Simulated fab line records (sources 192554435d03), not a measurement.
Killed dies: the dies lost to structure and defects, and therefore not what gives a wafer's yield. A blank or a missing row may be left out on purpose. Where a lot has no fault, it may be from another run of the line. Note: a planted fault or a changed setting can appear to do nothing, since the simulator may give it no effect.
fab line records | flow n5-finfet
[record] lots = 9 | wafers = 27 | last-day = 16
route steps=1938 shown BEOL_M0@735 BEOL_M1@753 BEOL_M4@1111 PASSIVATION@1936
lots with no fault: from the same line, run without faults
start-h: hours from the record's opening day to when the first of the lot's shown wafers began | wait-h: how many hours have passed since the lot's step before this one | " unchanged from the row above | L1.1+2: a single row standing in for several wafers | - no value, or no start was given | * or withheld: withheld | < > ~ a bound
route shown NAME@n: NAME is a module with steps in the file, n the number in the route of the first one | usual: mean/standard deviation of fault-free wafers | same: alike in all rows | chamber/n: place in a boat | sites: readings site by site | _std_site: the values' standard deviation | _edge_site: the outer-site mean with the inner-site mean subtracted | radius-mm: for every site, how far away it sits from the centre of the wafer | mask NAME#n: copy n | behind: tool/chamber where the wafer was last shaped | hold: why the lot went on hold/how many hours it stayed there/how the hold came to an end | device: names the non-switching transistor (n, p or np) | end of line: the route-end tests of the same wafers | where a step has no rows: the recipe by itself | killed: at the first sort, the dies lost to defects and structure; wafer yield is something else | map: shows each die of a wafer: x if killed, . if not, _ if none is there
set.NAME: setting as actually run; set.NAME@STEP: the setting as run at that earlier step | model.NAME: the simulator's own value behind a step, which no gauge read
a sample of lots followed through the steps of the route, with each step as a table and each wafer as a row
services: a tool's chamber out of use, with start hour (start-h, from the record's first day; less than 0 if before it), hours out, and reason
[[steps]]
[step N5_BEOL_M0_ANNEAL_117]
[recipe] temp-c = 400 | time-s = 60 | ambient = vacuum
[usual] heater-power-w = 799/92
lot.wafer | tool           | chamber | start-h | wait-h | heater-power-w
L107.3    | pvd-sputter-02 | -       | 117.62  | 0.0    | 597
L107.4    | "              | -       | "       | "      | 775
L107.5    | "              | -       | "       | "      | 592
L108.2    | pvd-sputter-03 | -       | 137.18  | 0.0    | 836
L108.3    | "              | -       | "       | "      | 858
L108.5    | "              | -       | "       | "      | 730
L110.2    | pvd-sputter-03 | -       | 141.38  | 0.0    | 837
L110.4    | "              | -       | "       | "      | 857
L110.5    | "              | -       | "       | "      | 861
L115.1    | pvd-sputter-01 | -       | 167.27  | 0.0    | 825
L115.3    | "              | -       | "       | "      | 771
L115.6    | "              | -       | "       | "      | 1012
L118.1    | pvd-sputter-03 | -       | 187.39  | 0.0    | 825
L118.4    | "              | -       | "       | "      | 840
L118.5    | "              | -       | "       | "      | 837
L119.4    | pvd-sputter-01 | -       | 199.56  | 0.0    | 764
L119.5    | "              | -       | "       | "      | 817
L119.6    | "              | -       | "       | "      | 1013
L120.3    | pvd-sputter-03 | -       | 200.42  | 0.0    | 826
L120.4    | "              | -       | "       | "      | 855
L120.6    | "              | -       | "       | "      | 845
L126.2    | pvd-sputter-03 | -       | 230.80  | 0.0    | 736
L126.4    | "              | -       | "       | "      | 838
L126.6    | "              | -       | "       | "      | 830
L127.1    | pvd-sputter-02 | -       | 236.05  | 0.0    | 797
L127.5    | "              | -       | "       | "      | 794
L127.6    | "              | -       | "       | "      | 795
[step N5_BEOL_M1_PECVD_72]
[recipe] material = SiO2 | target-thk-a = 160 | temp-c = 400 | precursor = TEOS/O2 | pressure-torr = 5.5 | rf-w = 450 | teos-flow-sccm = 53.8 | gas = O2 | flow-sccm = 3000 | time-s = 18
[usual] heater-power-w = 701/52 | showerhead-plenum-p-Torr = 8.79/0.054 | throttle-valve-pct = 22.4/1.3
lot.wafer | tool     | chamber | start-h | wait-h | heater-power-w | showerhead-plenum-p-Torr | throttle-valve-pct
L107.3    | pecvd-02 | 0       | 119.59  | 0.0    | 704            | 8.85                     | 24.7
L107.4    | "        | 0       | "       | "      | 703            | 8.85                     | 24.6
L107.5    | "        | 1       | "       | "      | 671            | 8.78                     | 23.3
L108.2    | pecvd-03 | 1       | 138.69  | 0.0    | 733            | 8.78                     | 22.6
L108.3    | "        | 2       | "       | "      | 660            | 8.78                     | 21.5
L108.5    | "        | 2       | "       | "      | 653            | 8.75                     | 21.5
L110.2    | pecvd-01 | 1       | 143.30  | 0.0    | 691            | 8.75                     | 21.6
L110.4    | "        | 0       | "       | "      | 761            | 8.86                     | 22.6
L110.5    | "        | 1       | "       | "      | 699            | 8.77                     | 21.9
L115.1    | pecvd-02 | 1       | 168.76  | 0.0    | 711            | 8.77                     | 23.3
L115.3    | "        | 2       | "       | "      | 762            | 8.82                     | 21.2
L115.6    | "        | 1       | "       | "      | 717            | 8.81                     | 23.4
L118.1    | pecvd-02 | 0       | 188.94  | 0.0    | 705            | 8.83                     | 24.8
L118.4    | "        | 0       | "       | "      | 706            | 8.86                     | 25.2
L118.5    | "        | 1       | "       | "      | 730            | 8.78                     | 23.2
L119.4    | pecvd-03 | 2       | 201.11  | 0.1    | 644            | 8.75                     | 21.7
L119.5    | "        | 2       | "       | "      | 632            | 8.75                     | 21.3
L119.6    | "        | 1       | "       | "      | 675            | 8.80                     | 22.7
L120.3    | pecvd-03 | 2       | 202.61  | 0.1    | 655            | 8.75                     | 21.5
L120.4    | "        | 1       | "       | "      | 705            | 8.79                     | 22.5
L120.6    | "        | 1       | "       | "      | 745            | 8.79                     | 22.7
L126.2    | pecvd-03 | 1       | 232.75  | 0.0    | 743            | 8.77                     | 22.7
L126.4    | "        | 1       | "       | "      | 710            | 8.79                     | 22.6
L126.6    | "        | 2       | "       | "      | 613            | 8.76                     | 21.3
L127.1    | pecvd-01 | 1       | 237.55  | 0.0    | 711            | 8.76                     | 21.5
L127.5    | "        | 0       | "       | "      | 792            | 8.85                     | 22.2
L127.6    | "        | 2       | "       | "      | 716            | 8.63                     | 20.6
[step N5_BEOL_M1_EXPOSE_08]
[recipe] mask-id = M1 | na = 0.33 | source-shape = dipole | sigma-inner = 0.369 | sigma-outer = 0.767 | polarization = unpolarized | dose-mj = 33
[usual] exposure-dose-mJ-cm2 = 32.95/0.062 | focus-offset-nm = -0.1/0.51
lot.wafer | tool           | chamber | start-h | wait-h | mask | exposure-dose-mJ-cm2 | focus-offset-nm
L107.3    | euv-scanner-02 | 0       | 119.93  | -      | M1#0 | 32.97                | 0.5
L107.4    | "              | 0       | "       | "      | M1#0 | 32.97                | 0.6
L107.5    | "              | 0       | "       | "      | M1#0 | 32.97                | 0.5
L108.2    | euv-scanner-02 | 0       | 139.97  | -      | M1#0 | 32.97                | -0.5
L108.3    | "              | 0       | "       | "      | M1#0 | 33.02                | 0.0
L108.5    | "              | 0       | "       | "      | M1#0 | 33.02                | -0.2
L110.2    | euv-scanner-02 | 0       | 143.75  | -      | M1#0 | 33.01                | -0.2
L110.4    | "              | 0       | "       | "      | M1#0 | 32.96                | -0.8
L110.5    | "              | 0       | "       | "      | M1#0 | 32.96                | -1.4
L115.1    | euv-scanner-02 | 0       | 169.32  | -      | M1#0 | 33.00                | -0.1
L115.3    | "              | 0       | "       | "      | M1#0 | 33.02                | 0.0
L115.6    | "              | 0       | "       | "      | M1#0 | 33.00                | 0.3
L118.1    | euv-scanner-02 | 0       | 191.18  | -      | M1#0 | 35.90                | 1.0
L118.4    | "              | 0       | "       | "      | M1#0 | 35.86                | 0.1
L118.5    | "              | 0       | "       | "      | M1#0 | 35.91                | 0.5
L119.4    | euv-scanner-01 | 0       | 201.59  | -      | M1#0 | 32.89                | -1.2
L119.5    | "              | 0       | "       | "      | M1#0 | 32.91                | -1.0
L119.6    | "              | 0       | "       | "      | M1#0 | 32.93                | -0.5
L120.3    | euv-scanner-02 | 0       | 204.60  | -      | M1#0 | 35.33                | 0.0
L120.4    | "              | 0       | "       | "      | M1#0 | 35.33                | 0.4
L120.6    | "              | 0       | "       | "      | M1#0 | 35.34                | -0.6
L126.2    | euv-scanner-01 | 0       | 233.88  | -      | M1#0 | 32.85                | 0.2
L126.4    | "              | 0       | "       | "      | M1#0 | 32.87                | 0.3
L126.6    | "              | 0       | "       | "      | M1#0 | 32.88                | 0.0
L127.1    | euv-scanner-01 | 0       | 238.37  | -      | M1#0 | 32.92                | -0.1
L127.5    | "              | 0       | "       | "      | M1#0 | 32.87                | 0.7
L127.6    | "              | 0       | "       | "      | M1#0 | 32.86                | 0.4
[step N5_BEOL_M1_CD_MEAS_11]
[recipe] target-cd-nm = 17.05 | landing-energy-ev = 500 | detector = se-inlens | polarity = opening
[usual] cd-nm = 17.11/0.23
lot.wafer | tool      | chamber | start-h | wait-h | cd-nm
L107.3    | cd-sem-01 | 0       | 120.05  | -      | 17.49
L107.4    | "         | 0       | "       | "      | 17.22
L107.5    | "         | 0       | "       | "      | 16.98
L108.2    | cd-sem-01 | 0       | 140.10  | -      | 17.19
L108.3    | "         | 0       | "       | "      | 17.18
L108.5    | "         | 0       | "       | "      | 17.45
L110.2    | cd-sem-01 | 0       | 143.88  | -      | 17.19
L110.4    | "         | 0       | "       | "      | 17.31
L110.5    | "         | 0       | "       | "      | 17.28
L115.1    | cd-sem-01 | 0       | 169.45  | -      | 16.64
L115.3    | "         | 0       | "       | "      | 17.08
L115.6    | "         | 0       | "       | "      | 16.80
L118.1    | cd-sem-03 | 0       | 191.30  | -      | 18.87
L118.4    | "         | 0       | "       | "      | 18.48
L118.5    | "         | 0       | "       | "      | 18.41
L119.4    | cd-sem-01 | 0       | 201.70  | -      | 17.22
L119.5    | "         | 0       | "       | "      | 17.20
L119.6    | "         | 0       | "       | "      | 16.85
L120.3    | cd-sem-02 | 0       | 204.72  | -      | 18.61
L120.4    | "         | 0       | "       | "      | 18.09
L120.6    | "         | 0       | "       | "      | 18.18
L126.2    | cd-sem-01 | 0       | 234.00  | -      | 17.07
L126.4    | "         | 0       | "       | "      | 17.27
L126.6    | "         | 0       | "       | "      | 16.98
L127.1    | cd-sem-02 | 0       | 238.50  | -      | 17.30
L127.5    | "         | 0       | "       | "      | 17.31
L127.6    | "         | 0       | "       | "      | 17.07
[step N5_BEOL_M1_DESCUM_16]
[recipe] chemistry = O2 | time-s = 7 | source-power-w = 50 | bias-power-w = 20 | pressure-mtorr = 20 | rf-frequency-hz = 2.712e+07 | temp-c = 40 | resist = CAR-EUV | o2-flow-sccm = 225
[usual] drypump-motor-current-A = 5.9/0.43 | oes-product-au = 0.81/0.088 | rf-vpp-V = 243.6/1.4 | showerhead-plenum-p-Torr = 2.12/0.083 | throttle-valve-pct = 20.40/0.22
lot.wafer | tool        | chamber | start-h | wait-h | drypump-motor-current-A | oes-product-au | rf-hours-counter-h | rf-vpp-V | showerhead-plenum-p-Torr | throttle-valve-pct
L107.3    | rie-diel-03 | 3       | 120.17  | 0.0    | 5.3                     | 0.69           | 230                | 242.0    | 2.06                     | 20.73
L107.4    | "           | 1       | "       | "      | 5.9                     | 0.75           | 144                | 243.9    | 2.19                     | 20.63
L107.5    | "           | 3       | "       | "      | 5.4                     | 0.68           | -                  | 244.1    | 2.06                     | 20.73
L108.2    | rie-diel-03 | 3       | 140.31  | 0.1    | 5.3                     | 0.67           | 237                | 243.7    | 2.06                     | 20.75
L108.3    | "           | 0       | "       | "      | 6.7                     | 0.94           | 7                  | 242.9    | 2.05                     | 20.27
L108.5    | "           | 3       | "       | "      | 5.3                     | 0.68           | -                  | 242.6    | 2.06                     | 20.74
L110.2    | rie-diel-06 | 0       | 144.09  | 0.1    | 6.0                     | 0.68           | 229                | 243.1    | 2.07                     | 20.59
L110.4    | "           | 1       | "       | "      | 6.2                     | 0.95           | 11                 | 243.2    | 2.14                     | 20.10
L110.5    | "           | 1       | "       | "      | 6.1                     | 0.95           | -                  | 244.5    | 2.14                     | 20.07
L115.1    | rie-diel-02 | 2       | 169.57  | 0.0    | 6.2                     | 0.75           | 184                | 242.8    | 1.99                     | 20.74
L115.3    | "           | 3       | "       | "      | 5.6                     | 0.97           | 5                  | 244.5    | 2.24                     | 20.28
L115.6    | "           | 0       | "       | "      | 6.0                     | 0.84           | -                  | 244.2    | 2.21                     | 20.11
L118.1    | rie-diel-02 | 2       | 191.46  | 0.1    | 6.2                     | 0.74           | 193                | 241.1    | 1.99                     | 20.74
L118.4    | "           | 1       | "       | "      | 6.2                     | 0.75           | 155                | 245.7    | 2.18                     | 20.10
L118.5    | "           | 3       | "       | "      | 5.5                     | 0.95           | -                  | 245.3    | 2.24                     | 20.28
L119.4    | rie-diel-03 | 3       | 201.82  | 0.0    | 5.3                     | 0.97           | 2                  | 243.4    | 2.05                     | 20.38
L119.5    | "           | 3       | "       | "      | 5.4                     | 0.96           | -                  | 242.8    | 2.05                     | 20.38
L119.6    | "           | 2       | "       | "      | 5.3                     | 0.74           | -                  | 241.8    | 2.01                     | 20.53
L120.3    | rie-diel-06 | 3       | 204.84  | 0.0    | 5.9                     | 0.83           | 88                 | 244.5    | 2.21                     | 20.18
L120.4    | "           | 1       | "       | "      | 6.1                     | 0.91           | 25                 | 244.0    | 2.14                     | 20.09
L120.6    | "           | 3       | "       | "      | 5.8                     | 0.82           | -                  | 245.2    | 2.21                     | 20.20
L126.2    | rie-diel-06 | 2       | 234.20  | 0.1    | 5.2                     | 0.86           | 55                 | 243.8    | 2.13                     | 20.43
L126.4    | "           | 2       | "       | "      | 5.2                     | 0.86           | -                  | 244.4    | 2.13                     | 20.42
L126.6    | "           | 3       | "       | "      | 5.8                     | 0.81           | -                  | 244.2    | 2.20                     | 20.19
L127.1    | rie-diel-02 | 1       | 238.62  | 0.0    | 6.2                     | 0.73           | 172                | 245.1    | 2.17                     | 20.12
L127.5    | "           | 3       | "       | "      | 5.6                     | 0.92           | -                  | 244.3    | 2.23                     | 20.34
L127.6    | "           | 0       | "       | "      | 6.0                     | 0.81           | -                  | 246.5    | 2.20                     | 20.15
[step N5_BEOL_M1_CD_MEAS_18]
[recipe] pitch-nm = 36 | target-cd-nm = 18
[usual] cd-nm = 18.03/0.3
lot.wafer | tool      | chamber | start-h | wait-h | cd-nm
L107.3    | cd-sem-01 | -       | 120.60  | 0.1    | 17.84
L107.4    | "         | -       | "       | "      | 18.29
L107.5    | "         | -       | "       | "      | 17.95
L108.2    | cd-sem-03 | -       | 140.85  | 0.1    | 18.24
L108.3    | "         | -       | "       | "      | 18.41
L108.5    | "         | -       | "       | "      | 18.21
L110.2    | cd-sem-03 | -       | 144.56  | 0.1    | 17.91
L110.4    | "         | -       | "       | "      | 18.61
L110.5    | "         | -       | "       | "      | 17.91
L115.1    | cd-sem-02 | -       | 170.00  | 0.0    | 18.00
L115.3    | "         | -       | "       | "      | 18.03
L115.6    | "         | -       | "       | "      | 18.01
L118.1    | cd-sem-02 | -       | 191.89  | 0.0    | 19.69
L118.4    | "         | -       | "       | "      | 20.18
L118.5    | "         | -       | "       | "      | 19.70
L119.4    | cd-sem-01 | -       | 202.25  | 0.1    | 18.20
L119.5    | "         | -       | "       | "      | 17.87
L119.6    | "         | -       | "       | "      | 18.12
L120.3    | cd-sem-01 | -       | 205.27  | 0.1    | 19.46
L120.4    | "         | -       | "       | "      | 19.28
L120.6    | "         | -       | "       | "      | 19.18
L126.2    | cd-sem-03 | -       | 234.79  | 0.1    | 18.50
L126.4    | "         | -       | "       | "      | 18.28
L126.6    | "         | -       | "       | "      | 18.40
L127.1    | cd-sem-03 | -       | 239.06  | 0.0    | 17.78
L127.5    | "         | -       | "       | "      | 17.88
L127.6    | "         | -       | "       | "      | 17.92
[step N5_BEOL_M4_RC_MEAS_101]
[usual] DIBL_N = 36.3/1.2 | DIBL_P = 36.1/1.6 | IOFF_N = 0.161/0.023 | IOFF_P = 0.209/0.027 | ION_N = 676/8.9 | ION_P = 462/5.3 | SS_N = 71.5/0.51 | SS_P = 73.2/0.5 | VT_N = 249.1/2.5 | VT_P = -249.9/2.8
lot.wafer | tool      | chamber | start-h | wait-h | DIBL_N[mV/V] | DIBL_P[mV/V] | IOFF_N[nA/um] | IOFF_P[nA/um] | ION_N[uA/um] | ION_P[uA/um] | SS_N[mV/dec] | SS_P[mV/dec] | VT_N[mV] | VT_P[mV]
L107.3    | prober-02 | 0       | 156.33  | 0.3    | 36.5         | 36.8         | 0.164         | 0.203         | 671          | 460          | 71.8         | 72.7         | 246.1    | -251.8
L107.4    | "         | 0       | "       | "      | 35.7         | 35.0         | 0.142         | 0.183         | 672          | 457          | 70.8         | 73.3         | 247.2    | -253.2
L107.5    | "         | 0       | "       | "      | 34.8         | 33.1         | 0.129         | 0.157         | 667          | 451          | 71.7         | 73.5         | 250.9    | -255.5
L108.2    | prober-01 | 0       | 176.29  | 0.2    | 36.1         | 35.6         | 0.155         | 0.203         | 683          | 462          | 71.5         | 72.9         | 248.2    | -249.9
L108.3    | "         | 0       | "       | "      | 35.8         | 36.2         | 0.145         | 0.211         | 671          | 461          | 70.9         | 72.7         | 248.5    | -250.4
L108.5    | "         | 0       | "       | "      | 37.7         | 38.1         | 0.185         | 0.249         | 689          | 471          | 71.6         | 73.9         | 246.0    | -247.5
L110.2    | prober-02 | 0       | 182.19  | 0.2    | 35.7         | 34.7         | 0.146         | 0.190         | 672          | 463          | 71.5         | 72.8         | 252.3    | -249.1
L110.4    | "         | 0       | "       | "      | 34.9         | 33.4         | 0.125         | 0.172         | 666          | 457          | 70.9         | 72.9         | 252.6    | -253.1
L110.5    | "         | 0       | "       | "      | 34.4         | 33.8         | 0.125         | 0.180         | 667          | 464          | 71.1         | 72.9         | 252.0    | -251.7
L115.1    | prober-02 | 0       | 206.31  | 0.0    | 36.9         | 34.3         | 0.153         | 0.203         | 670          | 467          | 71.5         | 73.2         | 249.4    | -248.5
L115.3    | "         | 0       | "       | "      | 37.7         | 35.4         | 0.170         | 0.221         | 667          | 462          | 71.7         | 72.8         | 247.7    | -248.0
L115.6    | "         | 0       | "       | "      | 36.9         | 34.6         | 0.166         | 0.202         | 674          | 459          | 71.5         | 72.8         | 250.3    | -252.3
L119.4    | prober-02 | 0       | 246.78  | 0.5    | 36.9         | 36.3         | 0.165         | 0.255         | 678          | 471          | 71.0         | 72.7         | 247.4    | -244.3
L119.5    | "         | 0       | "       | "      | 35.8         | 35.2         | 0.153         | 0.231         | 678          | 470          | 71.1         | 72.7         | 244.7    | -244.4
L119.6    | "         | 0       | "       | "      | 36.5         | 35.7         | 0.152         | 0.236         | 671          | 467          | 71.5         | 73.2         | 248.8    | -244.2
L127.1    | prober-02 | 0       | 278.72  | 0.0    | 36.8         | 37.2         | 0.177         | 0.220         | 679          | 460          | 72.2         | 73.3         | 249.4    | -250.5
L127.5    | "         | 0       | "       | "      | 38.2         | 37.8         | 0.200         | 0.232         | 688          | 462          | 71.8         | 73.2         | 247.3    | -247.2
L127.6    | "         | 0       | "       | "      | 37.9         | 37.5         | 0.186         | 0.225         | 680          | 467          | 72.0         | 72.1         | 247.4    | -249.5
L126.2    | prober-01 | 0       | 278.76  | 0.2    | 36.1         | 35.0         | 0.166         | 0.211         | 678          | 459          | 71.1         | 72.2         | 248.8    | -248.8
L126.4    | "         | 0       | "       | "      | 35.7         | 34.4         | 0.149         | 0.200         | 675          | 460          | 71.5         | 72.8         | 249.9    | -248.3
L126.6    | "         | 0       | "       | "      | 36.0         | 35.0         | 0.155         | 0.201         | 680          | 468          | 71.2         | 72.9         | 250.0    | -248.5
[step N5_PASSIVATION_PROBE_49]
[usual] defect-limited-yield = 91.3/1.5 | killed_at_M0_to_M3 = 35/10 | killed_at_M4_up = 13/5.3 | killed-at-contacts = 12/5.7 | killed-at-front-end = 39/11 | killed-at-other = 3.3/2.7 | killed-dies = 102/18 | killed-on-rim = 13/4 | killed-open = 67/13 | killed-short = 34/7.8 | sort_bin_5_function = 5.1/1 | sort_bin_6_memory = 3.3/0.68 | sort-n-pass = 1078/18 | sort-yield-pct = 91.3/1.5
[same] gross-dies = 1180 | killed-at-back-side = 0 | sort_bin_4_leakage[%] = 0 | sort_bin_8_speed[%] = 0
lot.wafer | tool      | chamber | start-h | wait-h | defect-limited-yield[%] | killed_at_M0_to_M3 | killed_at_M4_up | killed-at-contacts | killed-at-front-end | killed-at-other | killed-dies | killed-on-rim | killed-open | killed-short | sort_bin_5_function[%] | sort_bin_6_memory[%] | sort-n-pass | sort-yield-pct[%]
L118.1    | prober-02 | -       | 328.08  | 0.0    | 0                       | 1101               | 9               | 12                 | 58                  | 0               | 1180        | 152           | 85          | 38           | 7.7                    | 4.1                  | 0           | 0
L118.4    | prober-02 | -       | 328.23  | 0.2    | 0                       | 1113               | 10              | 7                  | 50                  | 0               | 1180        | 152           | 74          | 40           | 7.9                    | 3.6                  | 0           | 0
L118.5    | prober-02 | -       | 328.28  | 0.2    | 0                       | 1121               | 10              | 6                  | 42                  | 1               | 1180        | 152           | 53          | 38           | 6.2                    | 2.8                  | 0           | 0
L120.3    | prober-02 | -       | 341.74  | 0.8    | 0.1                     | 1079               | 31              | 11                 | 55                  | 3               | 1179        | 152           | 85          | 49           | 67.8                   | 5.8                  | 1           | 0.1
L120.4    | prober-02 | -       | 341.79  | 0.8    | 0.1                     | 1100               | 17              | 16                 | 44                  | 2               | 1179        | 152           | 81          | 40           | 71.5                   | 5.8                  | 1           | 0.1
L120.6    | prober-02 | -       | 341.89  | 0.9    | 0.5                     | 1104               | 18              | 7                  | 43                  | 2               | 1174        | 152           | 78          | 32           | 71.9                   | 4.5                  | 6           | 0.5
// killed by level:class
L118.1 BEOL_M1:area-expose=1056 STI_FIN_REVEAL:geometric-particle:open=26 BEOL_M0_SAQP:geometric-particle:open=13 BEOL_M0_SAQP:geometric-particle:short=12 BEOL_M3:geometric-particle:open=9 MOL_CONTACT_COAG:geometric-particle:open=8 FIN_SAQP:geometric-particle:open=7 FIN_SAQP:geometric-particle:short=7
L118.4 BEOL_M1:area-expose=1065 STI_FIN_REVEAL:geometric-particle:open=16 BEOL_M3:geometric-particle:open=15 BEOL_M0_SAQP:geometric-particle:short=13 BEOL_M0_SAQP:geometric-particle:open=11 GATE_CUT:geometric-particle:short=8 FIN_SAQP:geometric-particle:open=7 FIN_SAQP:geometric-particle:short=7
L118.5 BEOL_M1:area-expose=1089 BEOL_M0_SAQP:geometric-particle:short=14 STI_FIN_REVEAL:geometric-particle:open=9 FIN_SAQP:geometric-particle:short=8 FIN_SAQP:geometric-particle:open=5 STARTING-WAFER:geometric-particle:open=5 BEOL_M1:geometric-particle:open=5 BEOL_M3:geometric-particle:open=5
L120.3 BEOL_M1:area-expose=1042 STI_FIN_REVEAL:geometric-particle:open=17 BEOL_M4:geometric-particle:open=14 BEOL_M0_SAQP:geometric-particle:short=13 BEOL_M0_SAQP:geometric-particle:open=10 MOL_CONTACT_COAG:geometric-particle:open=7 BEOL_M4:geometric-particle:short=7 STI_FIN_REVEAL:geometric-particle:short=6
L120.4 BEOL_M1:area-expose=1057 MOL_CONTACT_COAG:geometric-particle:open=13 FIN_SAQP:geometric-particle:open=11 FIN_SAQP:geometric-particle:short=10 BEOL_M3:geometric-particle:open=10 BEOL_M4:geometric-particle:open=10 STI_FIN_REVEAL:geometric-particle:open=8 BEOL_M0_SAQP:geometric-particle:open=6
L120.6 BEOL_M1:area-expose=1064 STI_FIN_REVEAL:geometric-particle:open=12 BEOL_M1:geometric-particle:open=10 BEOL_M4:geometric-particle:open=10 BEOL_M3:geometric-particle:open=8 FIN_SAQP:geometric-particle:short=6 FIN_SAQP:geometric-particle:open=6 BEOL_M0_SAQP:geometric-particle:short=6
[[services]]
tool           | chamber | start-h | hours | kind
rie-diel-03    | 0       | 98.81   | -     | clean
rie-diel-03    | 0       | 98.81   | -     | consumable-replace:focus-ring
rie-diel-03    | 0       | 98.81   | 21.2  | scheduled-down
rie-diel-03    | 0       | 98.81   | 21.2  | vent-cycle
euv-scanner-02 | 0       | 111.11  | -     | calibration
rie-diel-02    | 1       | 113.73  | 15.6  | repair
euv-scanner-01 | -       | 114.00  | 1.5   | repair
rie-diel-06    | 2       | 117.42  | 1.2   | repair
euv-scanner-02 | -       | 125.92  | 12.0  | pm
euv-scanner-02 | -       | 137.92  | 1.0   | pm
euv-scanner-01 | -       | 138.93  | 1.0   | pm
euv-scanner-02 | -       | 145.96  | 0.5   | repair
rie-diel-02    | 3       | 153.75  | 1.5   | repair
rie-diel-03    | 3       | 164.52  | 1.7   | repair
rie-diel-06    | -       | 179.18  | 14.6  | pm
euv-scanner-02 | -       | 186.28  | 1.0   | pm
euv-scanner-01 | -       | 189.81  | 1.0   | pm
pecvd-03       | 2       | 190.05  | 6.5   | repair
pecvd-01       | -       | 195.64  | 14.6  | pm
rie-diel-02    | 0       | 201.01  | 9.1   | repair
euv-scanner-02 | -       | 206.29  | 1.0   | repair
rie-diel-02    | 2       | 223.76  | 6.1   | repair
pecvd-03       | 0       | 231.60  | 8.4   | repair
rie-diel-02    | 2       | 237.18  | 4.4   | repair
[[key]]
[first-sign] step = N5_BEOL_M1_EXPOSE_08 | reading = exposure-dose-mJ-cm2 | direction = up | sigmas = 43 | usual = 32.95 | struck = 35.61
[effect] step = N5_BEOL_M1_CD_MEAS_11 | reading = cd-nm | direction = up | sigmas = 5.9 | usual = 17.11 | struck = 18.44 | through = control-loop
[effect] step = N5_BEOL_M1_CD_MEAS_18 | reading = cd-nm | direction = up | sigmas = 5.3 | usual = 18.03 | struck = 19.58 | through = control-loop
[effect] step = N5_PASSIVATION_PROBE_49 | reading = killed_at_M0_to_M3 | direction = up | sigmas = 99+ | usual = 35 | struck = 1103
[more-kills-born-at] N5_BEOL_M1_EXPOSE_08@euv-scanner-02 = 6373
met-at N5_BEOL_M1_EXPOSE_08
struck-lots L118,L120
later-rows-left-out L118.1,L118.4,L118.5,L120.3,L120.4,L120.6
[loop-trim] step = N5_BEOL_M1_EXPOSE_08 | setting = dose | lots = L120
not-acting-at N5_BEOL_M0_ANNEAL_117,N5_BEOL_M1_PECVD_72,N5_BEOL_M1_DESCUM_16
onset-between 169.32 191.18
[fault] kind = process-parameter-drift | tool = euv-scanner-02 | chamber = - | onset-h = 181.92 | steps = N5_BEOL_M1_EXPOSE_08 | channel = dose-mj | offset = 2.8827 | shape = step | acts-in = these-recipes-only | stated = 33
// later-rows-left-out: the simulator's readings of these wafers behind a module that went badly wrong aren't trusted and aren't shown, but for the sort
// loop-trim: a control loop set the setting to another value than it would have without faults
